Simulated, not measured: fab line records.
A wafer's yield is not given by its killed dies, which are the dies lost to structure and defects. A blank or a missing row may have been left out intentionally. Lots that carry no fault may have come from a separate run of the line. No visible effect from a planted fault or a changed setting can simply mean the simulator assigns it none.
Which tool was responsible?	flow nand-harc	24 lots, 72 wafers sampled, at 6 steps of a route of 1302

## WHAT EACH GAUGE READ, for each wafer
NHARC_A_CONTACT_OVL_MEAS_43. Usual: overlay-x-nm 0.3 nm, standard deviation 0.82; overlay-y-nm 0.1 nm, standard deviation 0.88.
lot	measured	on	overlay-x-nm (nm)	overlay-y-nm (nm)	flag
L074	day 21 21:00	overlay-02	-2.0 -1.3 -0.7	-0.3 -0.1 -0.3	
L075	day 21 19:04	overlay-01	0.1 1.3 0.7	0.7 0.3 1.0	
L076	day 21 14:17	overlay-02	0.4 0.2 0.4	0.6 0.6 0.1	
L077	day 24 03:15	overlay-01	1.9 2.0 2.3	-2.0 -1.9 -1.7	
L078	day 23 19:25	overlay-02	-0.6 -0.9 -0.7	0.7 0.7 0.7	
L079	day 23 19:16	overlay-01	-0.2 -0.4 -0.2	0.3 0.5 0.1	
L080	day 24 09:28	overlay-01	-0.2 0.0 -1.0	1.3 0.6 1.3	
L081	day 23 23:28	overlay-01	1.0 1.5 1.3	0.4 -0.2 0.3	
L082	day 24 21:33	overlay-01	-0.5 -0.7 -1.3	-0.5 0.0 0.0	
L083	day 25 12:55	overlay-02	1.4 1.0 1.2	-0.4 0.0 0.1	
L084	day 26 05:14	overlay-02	-0.8 0.0 -0.3	0.5 -0.2 0.5	
L085	day 26 16:24	overlay-02	1.3 0.8 0.7	0.5 -0.1 0.3	
L088	day 27 08:47	overlay-01	1.0 0.0 0.5	0.5 0.6 0.6	
L087	day 27 09:22	overlay-02	0.8 1.1 0.9	0.4 0.5 0.7	
L086	day 27 17:29	overlay-02	0.1 1.2 0.8	-0.3 0.0 -0.2	
L089	day 27 13:07	overlay-02	0.9 0.4 0.7	1.1 1.1 1.8	
L090	day 27 19:47	overlay-01	0.1 0.2 0.2	-1.8 -1.8 -1.7	
L092	day 28 08:50	overlay-01	1.5 1.9 1.2	1.3 0.7 1.2	
L091	day 29 02:14	overlay-01	-1.0 -0.5 0.0	0.7 1.2 1.2	
L093	day 29 11:07	overlay-02	0.4 0.8 0.3	-0.6 -0.4 -0.4	
L094	day 29 08:23	overlay-01	-0.1 -0.4 0.0	-0.3 0.0 -1.0	
L096	day 30 18:37	overlay-02	-0.1 0.1 0.3	-1.3 -1.7 -1.2	
L095	day 30 17:52	overlay-01	1.0 1.6 0.8	0.8 1.3 1.1	
L097	day 31 04:41	overlay-02	-0.2 0.0 0.1	-0.3 -0.6 -0.4	

## TOOL THAT RAN EACH LOT (tool first, then ch and the chambers of the sampled wafers, then the start)
lot	NHARC_A_STAIRCASE_DEP_417	NHARC_A_STAIRCASE_CMP_472	NHARC_A_SGD_CUT_ETCH_15	NHARC_A_WL_FILL_STRIP_29	NHARC_A_CONTACT_DEP_29
L074	pecvd-04 ch 1,2, day 17 17:36	cmp-04 ch 2,3, day 19 11:25	rie-diel-10 ch 0,1, day 21 08:32 or earlier	rie-diel-05 ch 0,1,3, day 21 08:32	pecvd-02 ch 0,1,2, day 21 20:15
L075	pecvd-04 ch 0,2, day 17 19:01	cmp-01 ch 0,1,2, day 19 11:23	rie-diel-04 ch 1,2,3, day 21 05:22 or earlier	rie-diel-11 ch 1,2, day 21 05:22	pecvd-01 ch 1,2, day 21 18:17
L076	pecvd-04 ch 0,2, day 17 19:56	cmp-04 ch 0,1,3, day 19 10:56	rie-diel-09 ch 0,2,3, day 21 01:22 or earlier	rie-diel-05 ch 2,3, day 21 01:22	pecvd-04 ch 1,2, day 21 13:30
L077	pecvd-03 ch 0,1,2, day 19 17:56	cmp-01 ch 1,2, day 21 21:14	rie-diel-10 ch 0,1,2, day 23 14:41 or earlier	rie-diel-11 ch 0,2,3, day 23 14:41	pecvd-01 ch 0,1,2, day 24 02:39
L078	pecvd-03 ch 0,1, day 19 19:43	cmp-03 ch 0,3, day 21 15:27	rie-diel-09 ch 0,2, day 23 07:17 or earlier	rie-diel-11 ch 0,1,3, day 23 07:17	pecvd-04 ch 1,2, day 23 18:37
L079	pecvd-01 ch 0,1, day 19 21:34	cmp-01 ch 1,2,3, day 21 18:26	rie-diel-04 ch 0,1,2, day 23 07:22 or earlier	rie-diel-07 ch 0,1,3, day 23 07:22	pecvd-01 ch 1,2, day 23 18:35
L080	pecvd-03 ch 0,1,2, day 20 02:05	cmp-01 ch 0,3, day 22 01:19	rie-diel-04 ch 0,1, day 23 18:58 or earlier	rie-diel-05 ch 1,3, day 23 18:58	pecvd-02 ch 0,2, day 24 08:43
L081	pecvd-01 ch 1,2, day 20 02:35	cmp-03 ch 0,3, day 21 22:58	rie-diel-04 ch 1,2, day 23 10:22 or earlier	rie-diel-05 ch 0,1, day 23 10:22	pecvd-01 ch 0,1, day 23 22:47
L082	pecvd-03 ch 0,2, day 20 16:42	cmp-04 ch 1,2, day 22 15:08	rie-diel-04 ch 1,2,3, day 24 06:41 or earlier	rie-diel-07 ch 2,3, day 24 06:41	pecvd-02 ch 0,1, day 24 20:52
L083	pecvd-03 ch 0,1, day 21 08:45	cmp-01 ch 0,1, day 23 07:58	rie-diel-10 ch 0,3, day 24 23:48 or earlier	rie-diel-05 ch 2,3, day 24 23:48	pecvd-04 ch 0,2, day 25 12:16
L084	pecvd-04 ch 0,1,2, day 22 01:26	cmp-01 ch 0,1,3, day 23 18:13	rie-diel-09 ch 0,1,2, day 25 16:35 or earlier	rie-diel-11 ch 1,2, day 25 16:35	pecvd-02 ch 1,2, day 26 04:24
L085	pecvd-01 ch 0,1, day 22 10:26	cmp-03 ch 0,3, day 24 07:56	rie-diel-04 ch 0,1, day 26 04:11 or earlier	rie-diel-05 ch 0,1,2, day 26 04:11	pecvd-04 ch 0,1,2, day 26 15:35
L088	pecvd-03 ch 0,2, day 23 06:00	cmp-04 ch 0,1,3, day 25 02:59	rie-diel-09 ch 1,3, day 26 20:50 or earlier	rie-diel-05 ch 0,1, day 26 20:50	pecvd-02 ch 0,1, day 27 08:08
L087	pecvd-03 ch 0,1, day 23 08:10	cmp-03 ch 0,3, day 25 02:34	rie-diel-04 ch 0,1,3, day 26 21:07 or earlier	rie-diel-07 ch 0,1,2, day 26 21:07	pecvd-01 ch 0,1,2, day 27 08:37
L086	pecvd-04 ch 0,1, day 23 08:19	cmp-01 ch 0,2, day 25 06:31	rie-diel-04 ch 0,1,2, day 27 02:23 or earlier	rie-diel-11 ch 1,3, day 27 02:23	pecvd-02 ch 1,2, day 27 16:44
L089	pecvd-01 ch 1,2, day 23 09:31	cmp-01 ch 0,3, day 25 02:59	rie-diel-10 ch 0,2,3, day 26 23:56 or earlier	rie-diel-07 ch 1,2,3, day 26 23:56	pecvd-01 ch 0,1, day 27 12:18
L090	pecvd-01 ch 0,2, day 23 14:41	cmp-04 ch 0,1,3, day 25 09:24	rie-diel-10 ch 0,2,3, day 27 05:28 or earlier	rie-diel-05 ch 0,1,2, day 27 05:28	pecvd-02 ch 0,2, day 27 18:58
L092	pecvd-01 ch 0,2, day 24 07:40	cmp-03 ch 0,2,3, day 26 01:42	rie-diel-09 ch 0,2,3, day 27 20:54 or earlier	rie-diel-11 ch 1,2, day 27 20:54	pecvd-04 ch 0,1,2, day 28 08:11
L091	pecvd-01 ch 0,1, day 24 11:29	cmp-01 ch 2,3, day 26 08:39	rie-diel-04 ch 0,2,3, day 28 10:32 or earlier	rie-diel-11 ch 1,2, day 28 10:32	pecvd-02 ch 0,1, day 29 01:27
L093	pecvd-03 ch 1,2, day 25 04:28	cmp-03 ch 1,2, day 27 00:46	rie-diel-10 ch 0,1,2, day 28 14:39 or earlier	rie-diel-11 ch 0,1, day 28 14:39	pecvd-01 ch 0,2, day 29 07:38
L094	pecvd-01 ch 0,1, day 25 05:54	cmp-04 ch 0,1,2, day 27 00:40	rie-diel-09 ch 0,1, day 28 14:36 or earlier	rie-diel-05 ch 0,2,3, day 28 14:36	pecvd-02 ch 0,1,2, day 29 07:38
L096	pecvd-01 ch 0,2, day 26 10:47	cmp-04 ch 1,2, day 28 08:14	rie-diel-10 ch 0,2, day 30 03:52 or earlier	rie-diel-07 ch 1,3, day 30 03:52	pecvd-01 ch 0,1,2, day 30 17:50
L095	pecvd-04 ch 0,1, day 26 14:01	cmp-01 ch 0,1, day 28 07:59	rie-diel-09 ch 1,2, day 30 03:53 or earlier	rie-diel-11 ch 1,2, day 30 03:53	pecvd-02 ch 1,2, day 30 17:03
L097	pecvd-04 ch 0,2, day 27 04:17	cmp-03 ch 2,3, day 29 00:04	rie-diel-04 ch 0,2,3, day 30 15:30 or earlier	rie-diel-07 ch 0,2, day 30 15:30	pecvd-04 ch 1,2, day 31 03:53
- NHARC_A_STAIRCASE_DEP_417: deposits Si3N4, target thk 60 nm.
- NHARC_A_STAIRCASE_CMP_472: polishes SiO2.
- NHARC_A_SGD_CUT_ETCH_15: etches the open film in CH3F/O2, target depth 75 nm, time 64.3 s.
- NHARC_A_WL_FILL_STRIP_29: strips in O2, time 20 s.
- NHARC_A_CONTACT_DEP_29: deposits SiON, target thk 100 nm.

## WHAT THE TOOLS THEMSELVES READ (means of the sampled wafers that have a number; where no wafer has one, the mark that the record gives instead)
NHARC_A_STAIRCASE_DEP_417. Usual: heater-power-w 743 W, standard deviation 81.
lot	tool	heater-power-w (W)	flag
L074	pecvd-04	783	
L075	pecvd-04	746	
L076	pecvd-04	739	
L077	pecvd-03	698	
L078	pecvd-03	751	
L079	pecvd-01	657	
L080	pecvd-03	731	
L081	pecvd-01	765	
L082	pecvd-03	668	
L083	pecvd-03	780	
L084	pecvd-04	776	
L085	pecvd-01	732	
L088	pecvd-03	731	
L087	pecvd-03	737	
L086	pecvd-04	791	
L089	pecvd-01	776	
L090	pecvd-01	732	
L092	pecvd-01	671	
L091	pecvd-01	731	
L093	pecvd-03	628	
L094	pecvd-01	673	
L096	pecvd-01	707	
L095	pecvd-04	875	
L097	pecvd-04	772	

NHARC_A_STAIRCASE_CMP_472. Usual: motor-current-A 12.1 A, standard deviation 0.93.
lot	tool	motor-current-A (A)	flag
L074	cmp-04	12.8	
L075	cmp-01	12.2	
L076	cmp-04	12.5	
L077	cmp-01	12.5	
L078	cmp-03	12.2	
L079	cmp-01	12.3	
L080	cmp-01	11.4	
L081	cmp-03	11.9	
L082	cmp-04	13.5	
L083	cmp-01	11.6	
L084	cmp-01	11.8	
L085	cmp-03	12.0	
L088	cmp-04	12.5	
L087	cmp-03	11.9	
L086	cmp-01	11.4	
L089	cmp-01	11.5	
L090	cmp-04	12.3	
L092	cmp-03	11.8	
L091	cmp-01	12.6	
L093	cmp-03	11.2	
L094	cmp-04	13.4	
L096	cmp-04	13.5	
L095	cmp-01	12.0	
L097	cmp-03	11.7	

NHARC_A_SGD_CUT_ETCH_15. Usual: bias-w 100.00 W, standard deviation 0.3; drypump-motor-current-A 5.5 A, standard deviation 0.41; oes-product-au 0.957 a.u., standard deviation 0.019; rf-vpp-V 263.7 V, standard deviation 1.7; showerhead-plenum-p-Torr 2.45 Torr, standard deviation 0.096; throttle-valve-pct 20.663 %, standard deviation 0.0089.
lot	tool	bias-w (W)	drypump-motor-current-A (A)	oes-product-au (a.u.)	rf-vpp-V (V)	showerhead-plenum-p-Torr (Torr)	throttle-valve-pct (%)	flag
L074	rie-diel-10	100.27	5.4	0.983	263.0	2.42	20.666	
L075	rie-diel-04	99.95	5.4	0.956	262.6	2.45	20.659	
L076	rie-diel-09	99.98	5.6	0.941	262.6	2.38	20.668	
L077	rie-diel-10	99.93	5.4	0.931	264.1	2.49	20.660	
L078	rie-diel-09	100.08	5.4	0.961	262.2	2.32	20.660	
L079	rie-diel-04	100.11	5.3	0.967	265.4	2.49	20.670	
L080	rie-diel-04	99.71	5.4	0.955	264.9	2.50	20.674	
L081	rie-diel-04	100.08	5.2	0.973	264.3	2.51	20.655	
L082	rie-diel-04	100.36	5.4	0.964	263.8	2.45	20.669	
L083	rie-diel-10	99.79	6.0	0.949	262.8	2.39	20.665	
L084	rie-diel-09	99.99	5.7	0.960	262.8	2.39	20.662	
L085	rie-diel-04	99.70	5.5	0.973	263.2	2.48	20.662	
L088	rie-diel-09	100.13	5.7	0.934	264.7	2.54	20.657	
L087	rie-diel-04	100.08	5.6	0.969	263.3	2.44	20.660	
L086	rie-diel-04	99.74	5.3	0.975	264.4	2.49	20.664	
L089	rie-diel-10	99.75	5.5	0.954	263.9	2.48	20.657	
L090	rie-diel-10	100.32	5.6	0.941	264.0	2.48	20.672	
L092	rie-diel-09	99.98	5.6	0.961	261.9	2.38	20.657	
L091	rie-diel-04	99.84	5.5	0.964	263.1	2.43	20.662	
L093	rie-diel-10	99.87	5.4	0.960	264.6	2.49	20.669	
L094	rie-diel-09	99.87	5.5	0.954	265.2	2.47	20.668	
L096	rie-diel-10	99.99	5.1	0.947	266.1	2.57	20.659	
L095	rie-diel-09	100.17	6.1	0.923	262.7	2.37	20.664	
L097	rie-diel-04	100.15	5.5	0.970	263.4	2.43	20.655	

NHARC_A_WL_FILL_STRIP_29. Usual: drypump-motor-current-A 5.73 A, standard deviation 0.3; oes-product-au 1.001 a.u., standard deviation 0.014; rf-vpp-V 57.9 V, standard deviation 0.86; showerhead-plenum-p-Torr 3.56 Torr, standard deviation 0.13; throttle-valve-pct 17.036 %, standard deviation 0.0094.
lot	tool	drypump-motor-current-A (A)	oes-product-au (a.u.)	rf-vpp-V (V)	showerhead-plenum-p-Torr (Torr)	throttle-valve-pct (%)	flag
L074	rie-diel-05	5.62	1.008	58.7	3.59	17.036	
L075	rie-diel-11	5.38	0.987	57.7	3.36	17.034	
L076	rie-diel-05	5.54	1.011	57.9	3.55	17.040	
L077	rie-diel-11	5.86	0.998	58.1	3.54	17.030	
L078	rie-diel-11	5.79	0.992	57.0	3.51	17.033	
L079	rie-diel-07	5.84	1.002	58.3	3.61	17.034	
L080	rie-diel-05	5.55	1.013	57.9	3.52	17.032	
L081	rie-diel-05	5.76	1.010	58.3	3.64	17.030	
L082	rie-diel-07	6.06	1.002	57.8	3.63	17.039	
L083	rie-diel-05	5.55	1.013	57.8	3.55	17.041	
L084	rie-diel-11	5.38	0.976	56.3	3.35	17.032	
L085	rie-diel-05	5.80	1.001	58.4	3.66	17.031	
L088	rie-diel-05	5.73	1.011	58.3	3.65	17.039	
L087	rie-diel-07	5.91	1.003	57.5	3.64	17.034	
L086	rie-diel-11	5.44	0.981	56.8	3.44	17.032	
L089	rie-diel-07	6.06	1.003	58.5	3.65	17.036	
L090	rie-diel-05	5.78	1.008	58.9	3.66	17.035	
L092	rie-diel-11	5.47	0.997	57.7	3.37	17.041	
L091	rie-diel-11	5.38	0.990	57.9	3.35	17.036	
L093	rie-diel-11	5.91	1.010	58.4	3.46	17.039	
L094	rie-diel-05	5.64	1.006	57.7	3.61	17.033	
L096	rie-diel-07	6.03	1.010	58.1	3.67	17.034	
L095	rie-diel-11	5.38	0.987	58.0	3.35	17.030	
L097	rie-diel-07	5.71	0.989	57.7	3.57	17.043	

NHARC_A_CONTACT_DEP_29. Usual: chamber-pressure-Torr 3.501 Torr, standard deviation 0.0083; heater-power-w 781 W, standard deviation 81.
lot	tool	chamber-pressure-Torr (Torr)	heater-power-w (W)	flag
L074	pecvd-02	3.501	759	
L075	pecvd-01	3.507	822	
L076	pecvd-04	3.501	867	
L077	pecvd-01	3.503	756	
L078	pecvd-04	3.500	826	
L079	pecvd-01	3.510	851	
L080	pecvd-02	3.503	753	
L081	pecvd-01	3.494	686	
L082	pecvd-02	3.507	697	
L083	pecvd-04	3.502	853	
L084	pecvd-02	3.501	742	
L085	pecvd-04	3.504	835	
L088	pecvd-02	3.502	789	
L087	pecvd-01	3.497	751	
L086	pecvd-02	3.509	778	
L089	pecvd-01	3.503	697	
L090	pecvd-02	3.499	761	
L092	pecvd-04	3.508	821	
L091	pecvd-02	3.506	763	
L093	pecvd-01	3.510	728	
L094	pecvd-02	3.497	746	
L096	pecvd-01	3.501	740	
L095	pecvd-02	3.503	739	
L097	pecvd-04	3.498	894	

## THE ANSWER, worked out from the rows above alone
Rule: take the mean of a lot's wafers that have a number; if it is more than 3 standard deviations from the usual mean, the lot is off. Also off: a lot with no number at a reading for which 4 or more lots have one. The other lots that the step has rows for count as sound. After the gauges, taken in route order, come the tools' own readings; for these a lot's mean is taken, as printed above. The first step at which some lot is off is used, and at that step the reading that is off furthest; a lot without a number counts as furthest.
No lot is off on any of the readings shown, so nothing can be concluded from this.

## WHAT THE SIMULATOR HAD INSERTED
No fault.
